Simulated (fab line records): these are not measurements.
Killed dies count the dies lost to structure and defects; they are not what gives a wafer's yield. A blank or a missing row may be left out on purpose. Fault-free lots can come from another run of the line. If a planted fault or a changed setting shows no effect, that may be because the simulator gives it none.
Struck lot and sound lot, side by side	flow n5_finfet	22 out of 1938 route steps
Sound: wafers L705.1, L705.4, L705.6. Struck: wafer L704.5; the same lot's L704.1 was not struck, so it is left out; see the end for the cause.
Per side, at each step with rows, come the tool, then ch with its chambers, and then its first start. Under that, the readings that differ: sound wafers	struck wafers	difference of the means	sigmas: that difference in standard deviations of wafers without a fault.
alike: same words and numbers on both sides, and readings whose means sit less than 2 such deviations apart. not compared: any withheld reading, any reading some wafer has no value for, any bound like >300 that may hide the same value, and any number with overlapping values for which the record gives no deviation.
Wherever a step has rows on one side only, a row that says differs or no value, or a row with sigmas, the two part there. Non-overlapping numbers with no deviation appear without sigmas and do not part them. A reading that every wafer of one side lacks parts them only if that side has two wafers or more.

first, 3 steps without rows for these wafers: N5_PMOS_HMC_CHANNEL_EPI_EXPOSE_06 (exposes mask PMOS HMC BLK, target cd 240 nm); N5_PMOS_HMC_CHANNEL_EPI_PEB_07 (peb time 60 s); N5_PMOS_HMC_CHANNEL_EPI_DEVELOP_08 (develop time 30 s).
N5_PMOS_HMC_CHANNEL_EPI_CD_MEAS_09 targets a cd of 237.4 nm.
  sound on cd_sem-01 ch 0, day 5 23:07; struck on cd_sem-01 ch 0, day 5 17:13
  alike: cd_nm
N5_PMOS_HMC_CHANNEL_EPI_OVL_MEAS_10:
  sound on overlay-02 ch 0, day 5 23:09; struck on overlay-02 ch 0, day 5 17:14
  alike: PMOS_HMC_BLK_OVL
N5_PMOS_HMC_CHANNEL_EPI_INSPECT_11: inspects for defects (macro).
  sound: defect_inspect-01 at day 5 23:10; struck: defect_inspect-02 at day 5 17:16
  alike: raw_defect_count
N5_PMOS_HMC_CHANNEL_EPI_DESCUM_14: chemistry O2, time 7.9 s.
  sound on rie_diel-05 ch 1,3, day 5 23:13; struck on rie_diel-03 ch 0, day 5 17:18
  alike: drypump_motor_current_A, oes_product_au, rf_vpp_V, showerhead_plenum_p_Torr, throttle_valve_pct
  not compared: rf_hours_counter_h
N5_PMOS_HMC_CHANNEL_EPI_ETCH_32: etches BARC in N2/H2, stops on SiO2, target depth 85.8 nm, time 50.3 s.
  sound on rie_diel-05 ch 1,3, day 5 23:14; struck on rie_diel-03 ch 0, day 5 17:20
  alike: drypump_motor_current_A, oes_product_au, rf_vpp_V, showerhead_plenum_p_Torr, throttle_valve_pct
  not compared: rf_hours_counter_h
N5_PMOS_HMC_CHANNEL_EPI_HM_OPEN_15: chemistry CHF3/O2, target SiO2, target depth 40.6 nm, time 20.3 s.
  sound on rie_diel-05 ch 1,3, day 5 23:17; struck on rie_diel-03 ch 0, day 5 17:23
  alike: drypump_motor_current_A, oes_f_703_au, oes_product_au, rf_vpp_V, showerhead_plenum_p_Torr, throttle_valve_pct
  not compared: rf_hours_counter_h
N5_PMOS_HMC_CHANNEL_EPI_STRIP_33: strips in N2/H2.
  sound on rie_diel-05 ch 1,3, day 5 23:20; struck on rie_diel-03 ch 0, day 5 17:26
reading	sound	struck	difference	sigmas
throttle_valve_pct (%)	18.4 18.4 19.2	19.7	+1.0	+2
  alike: drypump_motor_current_A, oes_product_au, rf_vpp_V, showerhead_plenum_p_Torr
  not compared: rf_hours_counter_h
then, 1 step without rows for these wafers: N5_PMOS_HMC_CHANNEL_EPI_STRIP_17 (strips in SPM, time 750 s).
N5_PMOS_HMC_CHANNEL_EPI_ETCH_38: etches SiO2 in CF4, target depth 1.5 nm.
  sound on rie_si-05 ch 0,2, day 5 23:38; struck on rie_si-04 ch 3, day 5 17:44
  alike: drypump_motor_current_A, oes_product_au, throttle_valve_pct
  not compared: rf_hours_counter_h
N5_PMOS_HMC_CHANNEL_EPI_FIN_RECESS_16: chemistry HBr/Cl2, target Si, target depth 54 nm, time 18 s.
  sound on rie_si-05 ch 0,2, day 5 23:40; struck on rie_si-04 ch 3, day 5 17:45
reading	sound	struck	difference	sigmas
model.etch.depth_nm (nm)	54.79 55.6 55.19	38.11	-17.08	
model.PMOS_HMC_CHANNEL_EPI.feature_depth_nm (nm)	54.79 55.6 55.19	38.11	-17.08	
model.SiO2_of_PMOS_HMC_CHANNEL_EPI_HM_DEP_34.thk_nm (nm)	28.95 29.25 29.15	30.46	+1.34	
  alike: drypump_motor_current_A, oes_product_au, throttle_valve_pct
  not compared: rf_hours_counter_h
then, 1 step without rows for these wafers: N5_PMOS_HMC_CHANNEL_EPI_PRECLEAN_36 (cleans in O3/DIW, time 45 s).
N5_PMOS_HMC_CHANNEL_EPI_PRECLEAN_18: cleans in DHF, time 30 s.
  sound on wet_bench-03 ch 0,4,5, day 5 23:47; struck on wet_bench-05 ch 7, day 5 17:52
reading	sound	struck	difference	sigmas
model.SiO2_of_PMOS_HMC_CHANNEL_EPI_HM_DEP_34.thk_nm (nm)	23.42 23.69 23.62	24.83	+1.25	
then, 5 steps without rows for these wafers: N5_PMOS_HMC_CHANNEL_EPI_SRD_19 (time 30 s); N5_PMOS_HMC_CHANNEL_EPI_EPI_20 (deposits SiGe30, target thk 59 nm); N5_PMOS_HMC_CHANNEL_EPI_HM_STRIP_35 (strips SiO2 in dHF, material SiO2, target depth 39.6 nm, time 216 s); N5_PMOS_HMC_CHANNEL_EPI_SRD_39 (time 30 s); N5_PMOS_HMC_CHANNEL_EPI_CMP_21 (polishes SiGe30, target thk 54 nm).
N5_PMOS_HMC_CHANNEL_EPI_THK_MEAS_22:
  sound: film_metro-02 at day 6 01:28; struck: film_metro-01 at day 5 19:33
reading	sound	struck	difference	sigmas
HMC_CMP_THK (nm)	54.5 55.4 54.9	37.8	-17.1	-16
then, 1 step without rows for these wafers: N5_PMOS_HMC_CHANNEL_EPI_PRECLEAN_40 (cleans in DHF, time 30 s).

## WHERE THEY PART
Earliest at N5_PMOS_HMC_CHANNEL_EPI_STRIP_33; latest, in this record, at N5_PMOS_HMC_CHANNEL_EPI_THK_MEAS_22.

WHY: whatever the simulator had introduced
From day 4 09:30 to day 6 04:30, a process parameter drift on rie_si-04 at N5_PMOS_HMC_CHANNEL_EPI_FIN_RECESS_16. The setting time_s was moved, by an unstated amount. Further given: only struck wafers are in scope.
